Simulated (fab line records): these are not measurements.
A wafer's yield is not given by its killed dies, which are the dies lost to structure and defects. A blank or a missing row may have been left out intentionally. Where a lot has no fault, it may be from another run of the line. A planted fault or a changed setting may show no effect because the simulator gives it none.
What tool caused it?    flow n5 finfet    33 wafers sampled from 11 lots at 1 step of a route of 1938

WHAT EACH GAUGE READ, for each wafer
N5_FIN_SAQP_CD_MEAS_37: the cd target is 8 nm.
lot   measured     on         cd nm (nm)
L075  day 2 10:14  cd sem-03  8.24 7.81 7.95
L077  day 2 20:13  cd sem-02  8.06 8.02 8.22
L079  day 3 09:00  cd sem-02  8.33 7.99 8.03
L081  day 3 21:41  cd sem-03  8.16 7.95 7.86
L083  day 4 09:50  cd sem-01  8.10 8.11 8.18
L085  day 4 20:09  cd sem-03  7.75 8.72 8.34
L087  day 5 08:43  cd sem-01  8.21 8.66 7.92
L089  day 5 21:05  cd sem-02  8.30 7.92 8.24
L092  day 6 15:23  cd sem-01  8.26 8.20 8.01
L094  day 7 02:29  cd sem-01  8.31 7.96 7.94
L096  day 7 14:05  cd sem-02  7.87 7.83 7.90

TOOL THAT RAN EACH LOT (tool first, then ch and the chambers of the sampled wafers, then the start)
There is no process step in the record ahead of these readings.

THE ANSWER, worked out from the rows above alone
Rule: usual is defined by the lots themselves. Put in order of their means at a reading, lots are off if they are a third of the lots or fewer, leave a main group of 4 or more, and stand apart from it by a gap of 3 or more times the standard deviation of the main group's means; of several such gaps the widest counts. A main group whose means are all the same, to the digits that the tables above print for the reading, isn't used. Also off: a lot with no number at a reading for which 4 or more lots have one. Any other lot the step has rows for is counted as sound.
No lot is off on any of the readings shown, so nothing can be concluded from this.

WHAT THE SIMULATOR HAD INSERTED
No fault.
